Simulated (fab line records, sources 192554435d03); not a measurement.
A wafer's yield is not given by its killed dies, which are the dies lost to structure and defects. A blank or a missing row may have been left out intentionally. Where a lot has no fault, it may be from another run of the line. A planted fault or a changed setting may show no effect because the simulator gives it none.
Matching of chambers    flow n5Finfet    3 sister chambers for N5_BEOL_M14_ETCH_67 on rieDiel-05
The step etches SiARC in CF4, target depth 143 nm, time 238.3 s. 22 wafers are shown with their chamber, then 9 later ones without.

== WAFERS WITH THEIR CHAMBER ==
wafer   chamber  drypumpMotorCurrentA (A)  throttleValvePct (%)  showerheadPlenumPTorr (Torr)
L075.1  0        5.1                       15.18                 2.10
L075.2  2        5.2                       15.80                 2.04
L075.3  1        6.0                       15.29                 2.10
L077.4  1        6.0                       15.29                 2.10
L077.5  0        5.1                       15.19                 2.10
L077.6  2        5.1                       15.79                 2.04
L079.2  1        6.0                       15.28                 2.10
L079.4  0        5.1                       15.17                 2.10
L079.6  2        5.1                       15.78                 2.04
L081.3  1        6.0                       15.27                 2.10
L081.5  0        5.1                       15.18                 2.10
L081.6  1        6.0                       15.27                 2.10
L082.1  1        6.0                       15.29                 2.10
L082.3  2        5.1                       15.81                 2.03
L082.5  0        5.1                       15.20                 2.10
L085.1  2        5.1                       15.81                 2.03
L085.2  0        5.1                       15.21                 2.10
L085.3  1        6.0                       15.30                 2.10
L085.4  0        5.1                       15.22                 2.10
L085.5  2        5.2                       15.82                 2.03
L085.6  1        6.0                       15.30                 2.10
L087.2  1        6.0                       15.31                 2.09

SIGNATURES, as means of the wafers listed above
reading                chamber 0  chamber 1  chamber 2  scatter within a chamber
drypumpMotorCurrentA   5.100      6.000      5.133      0.0265
throttleValvePct       15.1929    15.2889    15.8017    0.0154
showerheadPlenumPTorr  2.1000     2.0989     2.0350     0.00355
Rule: for each reading, subtract the chamber's mean from the wafer's reading, divide by that reading's scatter and square the result; add these up over the readings and take the root, which gives the wafer's distance from the chamber. The wafer belongs to the nearest chamber; if the next one is less than 2 further off, it can't be placed. The scatter: the root of (the sum of the squares of (reading less its chamber's mean) over the shown wafers, divided by (wafers less chambers)).

== WAFERS WHOSE CHAMBER IS MISSING ==
wafer   drypumpMotorCurrentA (A)  throttleValvePct (%)  showerheadPlenumPTorr (Torr)
L087.3  5.1                       15.22                 2.10
L087.6  6.0                       15.32                 2.09
L086.3  6.0                       15.33                 2.09
L086.5  5.2                       15.83                 2.03
L091.1  5.9                       15.34                 2.09
L091.4  5.1                       15.84                 2.03
L091.6  5.1                       15.84                 2.03
L096.2  5.0                       15.26                 2.09
L096.3  6.0                       15.37                 2.08

== CHAMBER TAKEN BY EACH ==
wafer   from the rows above  in truth
L087.3  0                    0
L087.6  1                    1
L086.3  1                    1
L086.5  2                    2
L091.1  1                    1
L091.4  2                    2
L091.6  2                    2
L096.2  0                    0
L096.3  1                    1
Placed correctly: 9 of 9. Not placeable from these rows: 0. 0 placed wrongly.
